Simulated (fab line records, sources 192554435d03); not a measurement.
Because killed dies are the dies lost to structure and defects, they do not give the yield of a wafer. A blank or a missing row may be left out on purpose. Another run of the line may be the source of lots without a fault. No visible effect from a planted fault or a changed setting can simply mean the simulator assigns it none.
Split-lot study	flow n5_finfet	21 wafers read from 7 lots, route of 1938 steps

== ON THE SPLIT ==
At N5_MOL_CONTACT_COAG_ETCH_105 (etches SiARC in CF4, target depth 15.6 nm, time 26 s), the setting bias_w was moved away from the recipe's 36 W on 8 of the 21 wafers read, by -13.6% to +13.4%. All remaining wafers had this setting at the recipe value.

Reading taken at the split's own step.

== THE READING ==
rf_vpp_V, in V, at N5_MOL_CONTACT_COAG_ETCH_105 (etches SiARC in CF4, target depth 15.6 nm, time 26 s). On this fab line, fault-free wafers typically give 183.6 V with a standard deviation of 1.2 V.

wafer	tool, chamber at the split	bias_w as run, W	against the recipe	rf_vpp_V, V	against lot-mates on the recipe
L074.2	rie_diel-06, 3	36	recipe	183.9	-
L074.4	rie_diel-06, 0	36	recipe	183.7	-
L074.6	rie_diel-06, 1	36	recipe	185.3	-
L077.3	rie_diel-05, 3	36	recipe	185.3	-
L077.4	rie_diel-05, 1	40.82	+13.4%	199.8	+14.9
L077.6	rie_diel-05, 1	36	recipe	184.6	-
L078.3	rie_diel-02, 0	36	recipe	181.8	-
L078.5	rie_diel-02, 1	36	recipe	184.1	-
L078.6	rie_diel-02, 0	36	recipe	183.9	-
L079.2	rie_diel-06, 3	40.83	+13.4%	198.4	+15.5
L079.5	rie_diel-06, 3	40.83	+13.4%	199.9	+17.0
L079.6	rie_diel-06, 2	36	recipe	182.9	-
L082.2	rie_diel-02, 2	36	recipe	184.8	-
L082.4	rie_diel-02, 2	38.96	+8.2%	193.7	+9.9
L082.6	rie_diel-02, 0	36	recipe	182.7	-
L094.3	rie_diel-02, 1	31.1	-13.6%	166.5	-16.4
L094.4	rie_diel-02, 2	31.1	-13.6%	170.2	-12.7
L094.6	rie_diel-02, 0	36	recipe	182.9	-
L096.1	rie_diel-05, 3	36	recipe	182.4	-
L096.2	rie_diel-05, 1	32.48	-9.8%	171.3	-11.1
L096.6	rie_diel-05, 0	32.48	-9.8%	171.0	-11.4

THE FIT
A straight line over all 21 wafers: rf_vpp_V changes by +1.18 V for each +1% of bias_w; r = +0.99; the points scatter about the line by 1.2 V.
The same after taking each lot's own level away (the mean of its wafers on the recipe; 21 wafers): +1.14 V for each +1%; r = +0.99; scatter 0.99 V.
Per that fit: largest bias_w move, reading shift of 16 V.
The span of the lots' own levels, 182.40 to 184.95 V, comes to 2.1 times the standard deviation stated above.
Hence the lot-to-lot level has little effect on the slope; both slopes agree.
Check: -15.1 V against its lot-mates is what the line predicts for one of the wafers moved furthest among these (-13.6%) when that wafer is left out of the fit. Against them it came out at -16.4 V.
Tool readings at the split's step, against how far the setting was moved: rf_vpp_V r = +0.99.

== THE OTHER SPLITS THESE WAFERS WENT THROUGH ==
Other splits were also applied to these wafers ahead of the reading. Each is held against what the fit with the lots' levels taken away leaves over:
other split on the same wafers	wafers away from the commonest value	r with rf_vpp_V (lot level and that fit taken away)
N5_SD_EPI_P_ETCH_16 target_depth_a	6	+0.37
N5_SDB_ALD_29 ald_cycles	5	+0.04
N5_GATE_CUT_ETCH_58 bias_w	7	-0.23

== FILE'S OWN FIT ==
rf_vpp_V changes by +1.14 V for each +1% of bias_w, r = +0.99.
